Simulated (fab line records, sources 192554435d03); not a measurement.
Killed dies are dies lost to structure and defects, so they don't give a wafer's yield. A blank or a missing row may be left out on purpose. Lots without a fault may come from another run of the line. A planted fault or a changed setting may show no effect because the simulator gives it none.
Chamber matching | flow n5_finfet | N5_FIN_SAQP_PECVD_06 on pecvd-01: 3 sister chambers
The step deposits a-Si from SiH4/He, target thk 60 nm, time 48.1 s. 16 wafers are shown with their chamber, then 8 later ones without.

WAFERS WITH THEIR CHAMBER
wafer  | chamber | throttle_valve_pct (%) | showerhead_plenum_p_Torr (Torr) | heater_power_w (W)
L074.2 | 0       | 18.4                   | 5.65                            | 795
L074.3 | 1       | 17.3                   | 5.71                            | 817
L074.6 | 0       | 18.3                   | 5.66                            | 803
L085.3 | 1       | 17.4                   | 5.70                            | 787
L085.5 | 2       | 18.0                   | 5.64                            | 916
L085.6 | 1       | 17.3                   | 5.69                            | 797
L086.1 | 2       | 17.7                   | 5.62                            | 846
L086.3 | 1       | 17.5                   | 5.70                            | 752
L086.4 | 1       | 17.4                   | 5.70                            | 754
L087.3 | 1       | 17.3                   | 5.71                            | 825
L087.4 | 1       | 17.4                   | 5.69                            | 822
L087.5 | 2       | 17.9                   | 5.64                            | 920
L090.1 | 0       | 18.5                   | 5.66                            | 775
L090.3 | 2       | 18.1                   | 5.64                            | 938
L090.5 | 0       | 18.5                   | 5.65                            | 814
L093.2 | 0       | 18.4                   | 5.66                            | 796

SIGNATURES (means of the wafers above)
reading                  | chamber 0 | chamber 1 | chamber 2 | scatter within a chamber
throttle_valve_pct       | 18.420    | 17.371    | 17.925    | 0.107
showerhead_plenum_p_Torr | 5.6560    | 5.7000    | 5.6350    | 0.00794
heater_power_w           | 796.60    | 793.43    | 905.00    | 29.6
Rule: a wafer's distance from a chamber is the root of the sum, over the readings, of the square of ((its reading less the chamber's mean) divided by the reading's scatter). The wafer belongs to the nearest chamber; if the next one is less than 2 further off, it can't be placed. The scatter: the root of (the sum of the squares of (reading less its chamber's mean) over the shown wafers, divided by (wafers less chambers)).

WAFERS WITHOUT THEIR CHAMBER
wafer  | throttle_valve_pct (%) | showerhead_plenum_p_Torr (Torr) | heater_power_w (W)
L093.4 | 18.2                   | 5.66                            | 782
L093.6 | 17.6                   | 5.71                            | 778
L092.1 | 17.8                   | 5.62                            | 911
L092.2 | 17.4                   | 5.71                            | 782
L092.3 | 18.0                   | 5.67                            | 834
L097.1 | 17.5                   | 5.72                            | 730
L097.3 | 17.9                   | 5.64                            | 925
L097.6 | 18.1                   | 5.66                            | 836

WHICH CHAMBER EACH WENT THROUGH
wafer  | from the rows above     | in truth
L093.4 | 0                       | 0
L093.6 | 1                       | 1
L092.1 | 2                       | 2
L092.2 | 1                       | 1
L092.3 | can't be placed: 0 or 2 | 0
L097.1 | 1                       | 1
L097.3 | 2                       | 2
L097.6 | can't be placed: 0 or 2 | 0
Placed correctly: 6 of 8. Can't be placed from these rows: 2 (the true chamber is among the candidates in 2). Placed wrongly: 0.
